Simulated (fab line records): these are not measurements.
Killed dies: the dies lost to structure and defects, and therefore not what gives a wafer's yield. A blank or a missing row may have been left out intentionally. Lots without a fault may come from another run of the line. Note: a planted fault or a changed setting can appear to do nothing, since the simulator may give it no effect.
Chamber matching    flow n5 finfet    N5_BEOL_M4_ALD_98 on ald sin-03 has 4 sister chambers
The step deposits SiO2, target thk 2.5 nm, pulse time 1 s, co reactant pulse time 1 s. 4 wafers are shown with their chamber, then 11 later ones without.

## WAFERS, EACH WITH ITS CHAMBER
wafer   chamber  heater power w (W)
L083.3  3        70
L083.5  2        84
L087.4  1        75
L091.3  0        87

## WAFERS WITHOUT THEIR CHAMBER
wafer   heater power w (W)
L091.5  84
L091.6  71
L095.1  82
L095.3  74
L095.6  71
L097.1  84
L097.3  91
L097.6  75
L096.1  89
L096.4  82
L096.5  71

## THE CHAMBER EACH PASSED THROUGH
wafer   from the rows above      in truth
L091.5  can't be placed: 2 or 0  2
L091.6  can't be placed: 3 or 1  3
L095.1  can't be placed: 2 or 0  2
L095.3  can't be placed: 1 or 3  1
L095.6  can't be placed: 3 or 1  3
L097.1  can't be placed: 2 or 0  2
L097.3  can't be placed: 0 or 2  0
L097.6  1                        1
L096.1  can't be placed: 0 or 2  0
L096.4  can't be placed: 2 or 0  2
L096.5  can't be placed: 3 or 1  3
Correctly placed: 1 of 11. Not placeable from these rows: 10 (in 10, the candidates include the true chamber). Placed wrongly: 0.
How it was worked out, from the rows above alone: a wafer's distance from a chamber is the root of the sum, over the readings, of the square of ((its reading less the chamber's mean) divided by the reading's scatter). The wafer belongs to the nearest chamber; if the next one is less than 2 further off, it can't be placed. Each chamber's mean is taken over the wafers shown for it. The scatter: with one shown wafer a chamber, the root of the mean of the squares of how far each hidden wafer lies from its nearest shown one.
